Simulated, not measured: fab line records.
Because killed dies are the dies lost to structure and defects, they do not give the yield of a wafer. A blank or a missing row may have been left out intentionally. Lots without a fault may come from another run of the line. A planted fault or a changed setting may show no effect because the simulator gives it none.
A single fault, viewed from 3 desks / flow n5-finfet / what lay behind the numbers comes last; until then each desk has only its own

== DESK OF THE TOOL OWNER: rie-diel-03 ==
The tool's own readings at N5_SD_EPI_N_ETCHBACK_44 (etches SiNx in CH3F/O2, stops on SiO2, target depth 14.5 nm): means of the sampled wafers that have a number, for each lot that ran on this tool. A lot is out of limits, marked OUT, if its mean lies more than 4 standard deviations from the usual mean; the brackets give that distance.
Columns: A = drypump-motor-current-A at N5_SD_EPI_N_ETCHBACK_44, usual 5.6 A; B = oes_f_703_au at N5_SD_EPI_N_ETCHBACK_44, usual 0.77 a.u.; C = oes-product-au at N5_SD_EPI_N_ETCHBACK_44, usual 0.65 a.u.; D = rf-vpp-V at N5_SD_EPI_N_ETCHBACK_44, usual 296.0 V; E = showerhead-plenum-p-Torr at N5_SD_EPI_N_ETCHBACK_44, usual 1.98 Torr; F = throttle-valve-pct at N5_SD_EPI_N_ETCHBACK_44, usual 16.50 %
lot=L571; first seen here=day 3 13:53; A=5.5; B=0.75; C=0.64; D=294.9; E=1.96; F=16.47
lot=L585; first seen here=day 7 01:19; A=5.5; B=0.79; C=0.66; D=296.4; E=2.03; F=16.40
This desk found nothing out of limits on any of the 2 lots.

== FROM THE METROLOGY DESK ==
Means of the sampled wafers that have a number, per lot and without regard to the tool the lot ran on: this is what the gauges read. A lot is out of limits, marked OUT, if its mean lies more than 4 standard deviations from the usual mean; the brackets give that distance. Of its 12 readings 7 are shown: those that lie furthest out on some lot.
Columns: A = cd-nm at N5_SD_EPI_N_CD_MEAS_09, usual 119.7 nm; B = DIBL_N at N5_BEOL_M4_RC_MEAS_101, usual 35.9 mV/V; C = DIBL_P at N5_BEOL_M4_RC_MEAS_101, usual 35.9 mV/V; D = IOFF_N at N5_BEOL_M4_RC_MEAS_101, usual 0.149 nA/um; E = ION_N at N5_BEOL_M4_RC_MEAS_101, usual 671 uA/um; F = SS_P at N5_BEOL_M4_RC_MEAS_101, usual 73.2 mV/dec; G = VT_N at N5_BEOL_M4_RC_MEAS_101, usual 250.6 mV
lot=L571; first seen here=day 3 13:23; A=120.7; B=34.9; C=34.1; D=0.139; E=671; F=73.3; G=250.8
lot=L573; first seen here=day 4 01:01; A=119.7; B=34.0; C=35.8; D=0.124; E=658; F=73.1; G=254.5
lot=L585; first seen here=day 7 00:49; A=120.0; B=35.7; C=35.4; D=0.159; E=676; F=73.4; G=249.9
lot=L588; first seen here=day 7 18:01; A=119.9; B=35.4; C=35.9; D=0.158; E=666; F=73.1; G=250.4
lot=L589; first seen here=day 8 02:18; A=119.7; B=37.6; C=37.3; D=0.175; E=682; F=73.8; G=247.0
This desk found nothing out of limits on any of the 5 lots.

== THE DEFECT DESK ==
Counts from the inspections along the route, per lot, as means over the sampled wafers that have a number. A lot is out of limits, marked OUT, if its mean lies more than 4 standard deviations from the usual mean; the brackets give that distance.
Columns: A = raw-defect-count at N5_SD_EPI_N_INSPECT_11, usual 2.0
lot=L571; first seen here=day 3 13:26; A=2.0
lot=L573; first seen here=day 4 01:05; A=1.0
lot=L585; first seen here=day 7 00:52; A=2.0
lot=L588; first seen here=day 7 18:04; A=1.3
lot=L589; first seen here=day 8 02:21; A=0.0
This desk found nothing out of limits on any of the 5 lots.

== BROUGHT TOGETHER ==
The tool owner's desk saw nothing out of limits.
The metrology desk saw nothing out of limits.
No out-of-limits result turned up at the defect desk.

== WHAT HAD BEEN PUT IN BY THE SIMULATOR ==
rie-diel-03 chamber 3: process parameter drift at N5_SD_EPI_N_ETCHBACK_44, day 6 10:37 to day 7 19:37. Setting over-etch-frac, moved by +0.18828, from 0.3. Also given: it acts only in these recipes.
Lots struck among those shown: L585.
